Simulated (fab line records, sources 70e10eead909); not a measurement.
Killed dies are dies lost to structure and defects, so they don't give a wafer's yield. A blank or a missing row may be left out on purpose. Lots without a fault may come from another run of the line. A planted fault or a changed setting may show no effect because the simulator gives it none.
fab line records | flow nand_harc
record lots=13 wafers=39 last_day=32
route steps=1302 shown P_GATE@209 P_CONTACT@217 P_M0@253 END@1302
lots that met no fault: from a run of the same line without faults
start_h: hours from the record's first day to the start of the lot's first wafer shown | wait_h: hours since the lot's step before | " the same as in the row above | L1.1+2: a row that stands for several wafers | - no value, or no start given | * or withheld: withheld | < > ~ a bound
route shown NAME@n: a module of which the file shows steps, and the number in the route of the first | usual: mean/standard deviation of fault-free wafers | same: alike in all rows | chamber/n: place in a boat | sites: the reading at each site | _std_site: their standard deviation | _edge_site: outer sites' mean less inner sites' | radius_mm: how far each site lies from the wafer's centre | mask NAME#n: copy n | behind: the tool/chamber that last shaped the wafer | hold: why the lot was held/for how many hours/how that ended | device: the transistor (n, p or np) that didn't switch | end of line: the same wafers' tests at the end of the route | a step without rows: its recipe alone | killed: dies lost to structure and defects at the first sort, not the wafer's yield | map: a wafer's dies, x killed, . not, _ none there
set.NAME: the setting as run; set.NAME@STEP: as run at that earlier step | model.NAME: the simulator's own value behind a step, which no gauge read
steps of the route over a sample of lots; a table a step, a row a wafer
services: from which hour (start_h, from the record's first day; less than 0 if before it) a tool's chamber was out of use, for how many hours, and why
## steps
# step NHARC_P_GATE_DEGAS_109
# recipe temp_c=300 time_s=60
# usual heater_power_w=503/47
# columns lot.wafer tool chamber start_h wait_h heater_power_w
L283.3 pvd_sputter-01 - 120.91 0.1 457
L283.4 " - " " 500
L283.2 " - " " 528
L284.2 pvd_sputter-02 - 121.87 0.1 512
L284.5 " - " " 596
L284.6 " - " " 501
L286.2 pvd_sputter-03 - 148.46 0.1 418
L286.3 " - " " 517
L286.4 " - " " 533
L288.1 pvd_sputter-03 - 160.23 0.1 553
L288.3 " - " " 541
L288.6 " - " " 539
L289.2 pvd_sputter-02 - 177.11 0.1 424
L289.3 " - " " 560
L289.5 " - " " 517
L292.3 pvd_sputter-01 - 211.85 0.1 493
L292.1 " - " " 508
L292.4 " - " " 532
L296.1 pvd_sputter-02 - 239.38 0.1 483
L296.4 " - " " 516
L296.6 " - " " 517
L299.3 pvd_sputter-02 - 277.50 0.1 504
L299.4 " - " " 504
L299.5 " - " " 504
L301.3 pvd_sputter-02 - 304.10 0.1 557
L301.1 " - " " 522
L301.5 " - " " 413
L302.2 pvd_sputter-02 - 309.18 0.1 512
L302.3 " - " " 511
L302.6 " - " " 559
L303.1 pvd_sputter-03 - 313.58 0.1 556
L303.3 " - " " 417
L303.4 " - " " 529
L305.3 pvd_sputter-03 - 326.13 0.1 515
L305.5 " - " " 500
L305.6 " - " " 520
L306.1 pvd_sputter-01 - 343.51 0.1 550
L306.3 " - " " 507
L306.4 " - " " 442
# step NHARC_P_CONTACT_DEP_30
# recipe target_thk_a=300 temp_c=400 target_thk_nm=30 flow_sccm=200 rf_w=450 material=SiNx
# usual heater_power_w=738/110
# columns lot.wafer tool chamber start_h wait_h heater_power_w
L283.2 pecvd-04 2 121.99 0.1 950
L283.3 " 0 " " 679
L283.4 " 2 " " 935
L284.2 pecvd-02 0 122.91 0.1 585
L284.5 " 0 " " 607
L284.6 " 1 " " 850
L286.3 pecvd-04 0 149.52 0.1 611
L286.2 " 1 " " 756
L286.4 " 2 " " 883
L288.1 pecvd-04 1 161.29 0.1 661
L288.3 " 2 " " 952
L288.6 " 2 " " 963
L289.3 pecvd-02 1 178.19 0.1 903
L289.2 " 2 " " 729
L289.5 " 2 " " 736
L292.1 pecvd-04 2 212.87 0.1 982
L292.3 " 1 " " 752
L292.4 " 1 " " 767
L296.1 pecvd-01 0 240.58 0.1 595
L296.4 " 0 " " 591
L296.6 " 1 " " 756
L299.3 pecvd-01 2 278.59 0.1 755
L299.5 " 1 " " 752
L299.4 " 2 " " 759
L301.1 pecvd-01 2 305.12 0.1 734
L301.3 " 1 " " 808
L301.5 " 2 " " 747
L302.2 pecvd-01 2 310.19 0.1 790
L302.3 " 0 " " 647
L302.6 " 0 " " 635
L303.3 pecvd-02 1 314.59 0.1 862
L303.1 " 0 " " 641
L303.4 " 1 " " 884
L305.3 pecvd-04 1 327.19 0.1 787
L305.6 " 0 " " 664
L305.5 " 2 " " 825
L306.1 pecvd-02 1 344.53 0.1 755
L306.3 " 0 " " 659
L306.4 " 0 " " 692
# step NHARC_P_M0_DEP_00
# recipe target_thk_a=1500 target_thk_nm=150 temp_c=withheld pressure_torr=5 flow_sccm=200 rf_w=600 material=SiOC
# columns lot.wafer tool chamber start_h wait_h
L283.3+2+4 pecvd-01 1,2,2 126.88 0.1
L284.2+6+5 pecvd-04 0,2,0 127.87 0.2
L286.3+2+4 pecvd-04 1,2,2 154.36 0.1
L288.1+3+6 pecvd-03 0,2,2 166.13 0.1
L289.2+3+5 pecvd-03 2,0,2 182.92 0.1
L292.3+1+4 pecvd-03 1,0,0 217.81 0.1
L292.3+1+4 pecvd-03 1,0,0 218.31 -
L296.1+4+6 pecvd-04 2,1,2 245.57 0.1
L296.1+4+6 pecvd-04 2,1,2 246.07 -
L299.3+4+5 pecvd-04 1,0,1 283.35 0.1
L301.3+1+5 pecvd-04 0,1,2 310.00 0.1
L302.3+2+6 pecvd-03 0,1,0 315.24 0.1
L303.3+1+4 pecvd-03 1,0,1 319.60 0.1
L305.3+6+5 pecvd-04 2,1,2 332.16 0.2
L306.3+1+4 pecvd-01 0,1,1 349.77 0.1
# step NHARC_P_M0_CD_MEAS_16
# usual cd_nm=90.2/1.2
# columns lot.wafer tool chamber start_h wait_h cd_nm
L283.2 cd_sem-01 - 128.27 - 90.3
L283.3 " - " " 90.7
L283.4 " - " " 92.2
L284.2 cd_sem-01 - 129.10 - 91.6
L284.5 " - " " 92.2
L284.6 " - " " 89.0
L286.2 cd_sem-02 - 155.68 - 91.0
L286.3 " - " " 92.0
L286.4 " - " " 91.6
L288.1 cd_sem-01 - 167.45 - 89.7
L288.3 " - " " 90.4
L288.6 " - " " 88.7
L289.2 cd_sem-03 - 184.74 - 90.1
L289.3 " - " " 90.3
L289.5 " - " " 90.5
L292.1 cd_sem-02 - 219.79 - 91.8
L292.3 " - " " 89.3
L292.4 " - " " 90.5
L296.1 cd_sem-01 - 247.32 - 90.8
L296.4 " - " " 89.9
L296.6 " - " " 90.2
L299.3 cd_sem-01 - 284.50 - 91.2
L299.4 " - " " 91.2
L299.5 " - " " 90.4
L301.1 cd_sem-01 - 311.35 - 88.9
L301.3 " - " " 91.4
L301.5 " - " " 89.9
L302.2 cd_sem-02 - 316.60 - 89.3
L302.3 " - " " 89.1
L302.6 " - " " 90.0
L303.1 cd_sem-02 - 320.92 - 92.7
L303.3 " - " " 90.8
L303.4 " - " " 91.3
L305.3 cd_sem-01 - 333.39 - 91.7
L305.5 " - " " 89.3
L305.6 " - " " 93.5
L306.1 cd_sem-02 - 350.97 - 89.5
L306.3 " - " " 89.2
L306.4 " - " " 92.7
# step NHARC_END_SORT_01
# recipe temp_c=25
# usual defect_limited_yield=91.3/1.9 killed_at_array=54/12 killed_at_other=0.7/1.1 killed_at_periphery=3.9/2.8 killed_dies=59/13 killed_open=3.4/2 killed_short=2.5/1.7 sort_bin_2_pct=3.1/0.91 sort_bin_3_pct=0.6/0.34 sort_bin_4_pct=5.0/1.1 sort_n_pass=618/13 sort_rim_yield_pct=88/3.5 sort_yield_pct=91.3/1.9
# same gross_dies=677 sort_bin_5_pct[%]=0 sort_bin_6_pct[%]=0 sort_bin_7_pct[%]=0 sort_bin_8_pct[%]=0 sort_rim_n_gross=106.00
# columns lot.wafer tool chamber start_h wait_h defect_limited_yield[%] killed_at_array killed_at_other killed_at_periphery killed_dies killed_open killed_short sort_bin_2_pct[%] sort_bin_3_pct[%] sort_bin_4_pct[%] sort_n_pass sort_rim_yield_pct[%] sort_yield_pct[%]
L284.2 prober-01 0 570.45 2.8 86.4 89 0 3 92 3 4 3.8 1.3 8.4 585 83 86.4
L284.5 prober-01 0 572.81 3.6 88.5 73 0 5 78 2 4 4.9 0.6 6.1 599 85 88.5
L284.6 prober-01 0 573.60 3.9 87.4 82 0 3 85 2 1 4.9 1.0 6.6 592 80 87.4
L292.1 prober-01 0 651.88 2.5 0 54 3 620 677 5 3 94.1 0.7 5.2 0 0 0
L292.3 prober-01 0 653.47 3.1 0 52 3 622 677 2 1 93.8 0 6.2 0 0 0
L292.4 prober-01 0 654.26 3.4 0 60 4 613 677 4 0 93.5 0.7 5.8 0 0 0
L296.1 prober-02 0 680.23 2.5 0 38 0 639 677 2 3 95.9 0 4.1 0 0 0
L296.4 prober-02 0 682.61 3.4 0 44 4 629 677 3 5 94.8 0.6 4.6 0 0 0
L296.6 prober-02 0 684.19 4.0 0 30 0 647 677 3 2 96.3 0.1 3.5 0 0 0
L299.3 prober-02 0 728.85 3.1 91.1 59 1 0 60 2 2 2.5 0.6 5.8 617 87 91.1
L299.4 prober-02 0 729.65 3.4 92.2 51 2 0 53 2 2 2.5 0.7 4.6 624 87 92.2
L299.5 prober-02 0 730.45 3.7 90.3 64 0 2 66 6 1 4.3 0.9 4.6 611 91 90.3
L301.1 prober-01 0 731.57 2.5 92.6 44 2 4 50 2 3 2.8 0.6 4.0 627 89 92.6
L301.3 prober-01 0 733.16 3.1 94.2 37 0 2 39 2 1 1.9 0.3 3.5 638 90 94.2
L301.5 prober-01 0 734.76 3.7 92.3 47 1 4 52 5 7 2.2 0.7 4.7 625 90 92.3
L302.2 prober-01 0 753.06 2.8 92.2 50 0 3 53 6 6 2.5 0.6 4.7 624 87 92.2
L302.3 prober-01 0 753.84 3.1 91.9 45 1 9 55 1 4 2.8 0.4 4.9 622 91 91.9
L302.6 prober-01 0 756.18 3.9 91.4 48 3 7 58 1 0 2.2 0.7 5.6 619 89 91.4
L305.3 prober-01 0 770.93 3.2 92.3 49 1 2 52 2 3 3.2 0.6 3.8 625 88 92.3
L305.5 prober-01 0 772.55 3.7 92.2 49 1 3 53 8 3 2.4 0.3 5.2 624 91 92.2
L305.6 prober-01 0 773.36 4.0 93.2 46 0 0 46 2 0 1.9 0.4 4.4 631 92 93.2
L306.1 prober-02 0 773.78 2.6 93.5 37 1 6 44 1 2 2.1 0.7 3.7 633 89 93.5
L306.3 prober-02 0 775.39 3.1 93.2 45 0 1 46 2 3 3.2 0.4 3.1 631 92 93.2
L306.4 prober-02 0 776.19 3.4 92.6 40 3 7 50 5 0 2.5 0.1 4.7 627 88 92.6
# killed by level:class
L284.2 A_SLIT:chamber_film_flake=29 A_CHANNEL_HOLE_D1:chamber_film_flake=25 A_CHANNEL_HOLE_D2:chamber_film_flake=22 A_M0:chamber_film_flake=4 A_STAIRCASE:chamber_film_flake=3 P_GATE:geometric_particle:short=1 P_M1:geometric_particle:open=1 A_ONON_D1:geometric_particle:short=1
L284.5 A_CHANNEL_HOLE_D1:chamber_film_flake=23 A_CHANNEL_HOLE_D2:chamber_film_flake=20 A_SLIT:chamber_film_flake=18 A_CONTACT:chamber_film_flake=4 P_GATE:chamber_film_flake=2 A_STAIRCASE:chamber_film_flake=2 P_M0:geometric_particle:open=1 P_M2:geometric_particle:short=1
L284.6 A_CHANNEL_HOLE_D1:chamber_film_flake=27 A_CHANNEL_HOLE_D2:chamber_film_flake=26 A_SLIT:chamber_film_flake=17 A_M0:chamber_film_flake=3 A_CHANNEL_FILL_D2:chamber_film_flake=3 A_CONTACT:chamber_film_flake=2 P_M0:geometric_particle:open=1 A_CHANNEL_HOLE_D2:geometric_particle:short=1
L292.1 P_M0:area_dep=616 A_SLIT:chamber_film_flake=27 A_CHANNEL_HOLE_D2:chamber_film_flake=10 P_BONDPAD:chamber_film_flake=3 A_CHANNEL_HOLE_D1:chamber_film_flake=3 THIN_TSV:chamber_film_flake=3 A_M0:geometric_particle:open=2 A_CHANNEL_FILL_D2:chamber_film_flake=2
L292.3 P_M0:area_dep=620 A_SLIT:chamber_film_flake=26 A_CHANNEL_HOLE_D2:chamber_film_flake=13 A_CHANNEL_FILL_D2:chamber_film_flake=3 A_WL_FILL:chamber_film_flake=3 A_BLC:chamber_film_flake=3 THIN_TSV:chamber_film_flake=3 P_CONTACT:geometric_particle:open=2
L292.4 P_M0:area_dep=611 A_SLIT:chamber_film_flake=31 A_CHANNEL_HOLE_D2:chamber_film_flake=12 A_CHANNEL_HOLE_D1:chamber_film_flake=4 A_BLC:chamber_film_flake=4 THIN_TSV:chamber_film_flake=3 P_BONDPAD:chamber_film_flake=2 A_CHANNEL_FILL_D2:chamber_film_flake=2
L296.1 P_M0:area_dep=638 A_CHANNEL_HOLE_D2:chamber_film_flake=19 A_CHANNEL_HOLE_D1:chamber_film_flake=5 A_WL_FILL:chamber_film_flake=5 A_STAIRCASE:chamber_film_flake=3 A_CHANNEL_HOLE_D1:geometric_particle:short=1 A_CHANNEL_FILL_D2:geometric_particle:short=1 A_SGD_CUT:geometric_particle:open=1
L296.4 P_M0:area_dep=625 A_CHANNEL_HOLE_D2:chamber_film_flake=19 A_CHANNEL_HOLE_D1:chamber_film_flake=7 A_SLIT:chamber_film_flake=7 P_CONTACT:chamber_film_flake=3 THIN_TSV:chamber_film_flake=3 A_CHANNEL_FILL_D1:geometric_particle:short=2 A_STAIRCASE:chamber_film_flake=2
L296.6 P_M0:area_dep=641 A_CHANNEL_HOLE_D2:chamber_film_flake=13 A_CHANNEL_HOLE_D1:chamber_film_flake=6 P_CONTACT:chamber_film_flake=4 A_SLIT:chamber_film_flake=4 A_WL_FILL:chamber_film_flake=3 P_M1:geometric_particle:open=1 A_ONON_D1:geometric_particle:short=1
L299.3 A_SLIT:chamber_film_flake=24 A_CHANNEL_HOLE_D2:chamber_film_flake=15 A_CHANNEL_HOLE_D1:chamber_film_flake=10 A_CONTACT:chamber_film_flake=3 A_STAIRCASE:chamber_film_flake=2 A_ONON_D1:geometric_particle:short=1 A_ONON_D1:geometric_particle:open=1 A_CHANNEL_FILL_D2:geometric_particle:open=1
L299.4 A_SLIT:chamber_film_flake=15 A_CHANNEL_HOLE_D2:chamber_film_flake=12 A_CHANNEL_HOLE_D1:chamber_film_flake=10 A_CONTACT:chamber_film_flake=3 A_CHANNEL_FILL_D1:chamber_film_flake=3 A_STAIRCASE:chamber_film_flake=2 A_WL_FILL:chamber_film_flake=2 THIN_TSV:chamber_film_flake=2
L299.5 A_SLIT:chamber_film_flake=33 A_CHANNEL_HOLE_D2:chamber_film_flake=14 A_CHANNEL_HOLE_D1:chamber_film_flake=4 A_CONTACT:chamber_film_flake=4 P_GATE:geometric_particle:open=1 A_DECK1_JOINT:geometric_particle:open=1 A_ONON_D2:geometric_particle:open=1 A_WL_FILL:geometric_particle:open=1
L301.1 A_CHANNEL_HOLE_D1:chamber_film_flake=29 A_SLIT:chamber_film_flake=5 P_GATE:chamber_film_flake=3 A_CONTACT:chamber_film_flake=3 A_STAIRCASE:chamber_film_flake=2 THIN_TSV:chamber_film_flake=2 A_CHANNEL_HOLE_D1:geometric_particle:open=1 A_ONON_D2:geometric_particle:short=1
L301.3 A_CHANNEL_HOLE_D1:chamber_film_flake=19 A_CONTACT:chamber_film_flake=7 A_STAIRCASE:chamber_film_flake=4 A_CHANNEL_HOLE_D1:geometric_particle:open=2 A_SLIT:chamber_film_flake=2 A_CHANNEL_FILL_D1:geometric_particle:short=1 P_GATE:chamber_film_flake=1 P_M1:chamber_film_flake=1
L301.5 A_CHANNEL_HOLE_D1:chamber_film_flake=24 A_CONTACT:chamber_film_flake=6 A_SLIT:chamber_film_flake=4 A_WL_FILL:geometric_particle:short=3 A_WL_FILL:chamber_film_flake=3 A_STAIRCASE:chamber_film_flake=2 P_CONTACT:geometric_particle:open=1 P_CONTACT:geometric_particle:short=1
L302.2 A_SLIT:chamber_film_flake=24 A_CHANNEL_HOLE_D1:chamber_film_flake=5 A_CONTACT:chamber_film_flake=5 A_ONON_D2:geometric_particle:short=3 A_CHANNEL_FILL_D1:geometric_particle:open=2 A_CHANNEL_FILL_D2:geometric_particle:short=2 A_CONTACT:geometric_particle:open=2 P_CONTACT:geometric_particle:open=1
L302.3 A_SLIT:chamber_film_flake=16 A_CHANNEL_HOLE_D1:chamber_film_flake=10 A_STAIRCASE:chamber_film_flake=5 P_BONDPAD:chamber_film_flake=4 A_CONTACT:chamber_film_flake=4 P_STI:chamber_film_flake=2 P_GATE:chamber_film_flake=2 A_WL_FILL:chamber_film_flake=2
L302.6 A_SLIT:chamber_film_flake=27 A_CHANNEL_HOLE_D1:chamber_film_flake=7 A_CONTACT:chamber_film_flake=5 P_GATE:chamber_film_flake=4 A_STAIRCASE:chamber_film_flake=3 THIN_TSV:chamber_film_flake=3 A_WL_FILL:chamber_film_flake=2 A_WL_FILL:geometric_particle:open=1
L305.3 A_CHANNEL_HOLE_D2:chamber_film_flake=23 A_SLIT:chamber_film_flake=8 A_STAIRCASE:chamber_film_flake=4 A_CONTACT:chamber_film_flake=4 A_CHANNEL_HOLE_D1:chamber_film_flake=3 A_M1:geometric_particle:open=2 A_ONON_D1:geometric_particle:short=1 A_ONON_D2:geometric_particle:short=1
L305.5 A_CHANNEL_HOLE_D2:chamber_film_flake=19 A_SLIT:chamber_film_flake=8 A_CONTACT:chamber_film_flake=5 A_WL_FILL:chamber_film_flake=3 A_CHANNEL_FILL_D1:geometric_particle:open=2 P_ZERO_WELL:chamber_film_flake=2 A_DECK1_JOINT:chamber_film_flake=2 P_CONTACT:geometric_particle:open=1
L305.6 A_CHANNEL_HOLE_D2:chamber_film_flake=25 A_CONTACT:chamber_film_flake=8 A_SLIT:chamber_film_flake=5 A_STAIRCASE:chamber_film_flake=2 A_ONON_D1:geometric_particle:open=1 A_BLC:geometric_particle:open=1 A_ZERO_WELL:chamber_film_flake=1 A_CHANNEL_HOLE_D1:chamber_film_flake=1
L306.1 A_SLIT:chamber_film_flake=22 A_CONTACT:chamber_film_flake=8 P_GATE:chamber_film_flake=4 A_M1:chamber_film_flake=2 P_M1:geometric_particle:short=1 A_ONON_D1:geometric_particle:open=1 A_CHANNEL_FILL_D2:geometric_particle:short=1 P_M2:chamber_film_flake=1
L306.3 A_SLIT:chamber_film_flake=35 A_CHANNEL_FILL_D1:geometric_particle:short=2 A_CONTACT:chamber_film_flake=2 A_M1:chamber_film_flake=2 A_ONON_D2:geometric_particle:short=1 A_BLC:geometric_particle:open=1 A_M0:geometric_particle:open=1 P_GATE:chamber_film_flake=1
L306.4 A_SLIT:chamber_film_flake=25 P_GATE:chamber_film_flake=3 A_CONTACT:chamber_film_flake=3 THIN_TSV:chamber_film_flake=3 A_CONTACT:geometric_particle:open=2 P_M2:chamber_film_flake=2 A_DECK1_JOINT:chamber_film_flake=2 A_CHANNEL_HOLE_D2:chamber_film_flake=2
## services
# columns tool chamber start_h hours kind
pecvd-04 0 101.00 - clean
pecvd-04 1 101.00 - clean
pvd_sputter-02 - 104.00 10.0 pm
pvd_sputter-01 - 115.74 3.3 repair
pecvd-01 - 130.07 13.0 pm
pecvd-01 2 147.05 3.9 repair
pvd_sputter-01 - 151.74 0.8 repair
pvd_sputter-03 - 170.00 10.0 pm
pecvd-03 - 185.67 13.0 pm
pecvd-01 1 191.96 15.8 repair
pvd_sputter-02 - 198.33 7.1 repair
pecvd-03 - 200.93 1.3 repair
pvd_sputter-01 - 226.07 10.0 pm
pecvd-02 - 227.07 13.0 pm
pvd_sputter-03 - 237.53 10.7 repair
pecvd-02 - 243.81 1.7 repair
pecvd-04 - 269.12 13.0 pm
pvd_sputter-01 - 280.42 4.2 repair
pvd_sputter-02 - 282.00 10.0 pm
pecvd-01 1 287.19 4.1 repair
pecvd-01 2 289.87 2.5 repair
pvd_sputter-01 - 297.18 9.8 repair
pecvd-01 - 311.07 13.0 pm
pvd_sputter-03 - 348.00 10.0 pm
## key
first_sign step=NHARC_P_M0_DEP_00 reading=visit direction=added
effect step=NHARC_END_SORT_01 reading=killed_at_periphery direction=up sigmas=99+ usual=3.9 struck=628.3
more_kills_born_at NHARC_P_M0_DEP_00@pecvd-04=1904 NHARC_P_M0_DEP_00@pecvd-03=1847
met_at NHARC_P_M0_DEP_00
struck_lots L292,L296
later_rows_left_out L292.1,L292.3,L292.4,L296.1,L296.4,L296.6
not_acting_at NHARC_P_GATE_DEGAS_109,NHARC_P_CONTACT_DEP_30,NHARC_P_M0_CD_MEAS_16
fault kind=repeated_step_whole tool=pecvd-01,pecvd-03,pecvd-04 chamber=- onset_h=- steps=NHARC_P_M0_DEP_00 times=1 scope=struck_lots_only
# later_rows_left_out: the simulator's readings of these wafers behind a module that went badly wrong aren't trusted and aren't shown, but for the sort
